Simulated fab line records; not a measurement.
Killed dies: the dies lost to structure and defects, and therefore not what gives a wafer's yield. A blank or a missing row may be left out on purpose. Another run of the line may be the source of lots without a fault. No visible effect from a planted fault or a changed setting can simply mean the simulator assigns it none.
Chamber matching | flow n5_finfet | N5_MIM_TOP_ETCH_PECVD_03 on pecvd-04 has 3 sister chambers
The step deposits SiNx from SiH4/NH3/N2, target thk 20 nm, time 17.6 s. 14 wafers are shown with their chamber, then 7 later ones without.

== WAFERS PAIRED WITH THEIR CHAMBERS ==
wafer  | chamber | throttle_valve_pct (%) | showerhead_plenum_p_Torr (Torr) | heater_power_w (W)
L076.1 | 1       | 38.0                   | 5.17                            | 849
L076.2 | 2       | 38.6                   | 5.08                            | 716
L076.3 | 0       | 45.5                   | 5.15                            | 830
L076.4 | 0       | 45.1                   | 5.15                            | 820
L076.5 | 1       | 38.0                   | 5.18                            | 838
L076.6 | 2       | 38.9                   | 5.07                            | 721
L079.2 | 0       | 45.0                   | 5.15                            | 813
L079.3 | 1       | 37.7                   | 5.17                            | 884
L079.4 | 2       | 38.7                   | 5.09                            | 731
L083.2 | 2       | 38.9                   | 5.07                            | 626
L083.5 | 1       | 37.7                   | 5.18                            | 781
L083.6 | 2       | 38.9                   | 5.07                            | 628
L094.1 | 2       | 39.4                   | 5.08                            | 702
L094.4 | 2       | 39.4                   | 5.07                            | 695

SIGNATURES, as means of the wafers listed above
reading                  | chamber 0 | chamber 1 | chamber 2 | scatter within a chamber
throttle_valve_pct       | 45.200    | 37.850    | 38.971    | 0.274
showerhead_plenum_p_Torr | 5.1500    | 5.1750    | 5.0757    | 0.00655
heater_power_w           | 821.00    | 838.00    | 688.43    | 39.4
Rule: for a wafer and a chamber, the distance is found by dividing, reading by reading, the gap between the wafer's reading and the chamber's mean by the reading's scatter, squaring, summing and taking the root. The wafer belongs to the nearest chamber; if the next one is less than 2 further off, it can't be placed. How the scatter is found: for the shown wafers, subtract from each reading the mean of its chamber, square and add these, divide the total by (wafers less chambers), then take the root.

== WAFERS WITHOUT THEIR CHAMBER ==
wafer  | throttle_valve_pct (%) | showerhead_plenum_p_Torr (Torr) | heater_power_w (W)
L094.6 | 45.1                   | 5.15                            | 808
L095.2 | 36.4                   | 5.16                            | 962
L095.3 | 45.1                   | 5.16                            | 764
L095.6 | 39.7                   | 5.08                            | 715
L096.1 | 36.5                   | 5.16                            | 956
L096.2 | 45.3                   | 5.15                            | 699
L096.5 | 45.1                   | 5.15                            | 698

== WHICH CHAMBER EACH ONE RAN IN ==
wafer  | from the rows above | in truth
L094.6 | 0                   | 0
L095.2 | 1                   | 1
L095.3 | 0                   | 0
L095.6 | 2                   | 2
L096.1 | 1                   | 1
L096.2 | 0                   | 0
L096.5 | 0                   | 0
Placed correctly: 7 of 7. Number that these rows cannot place: 0. 0 placed wrongly.
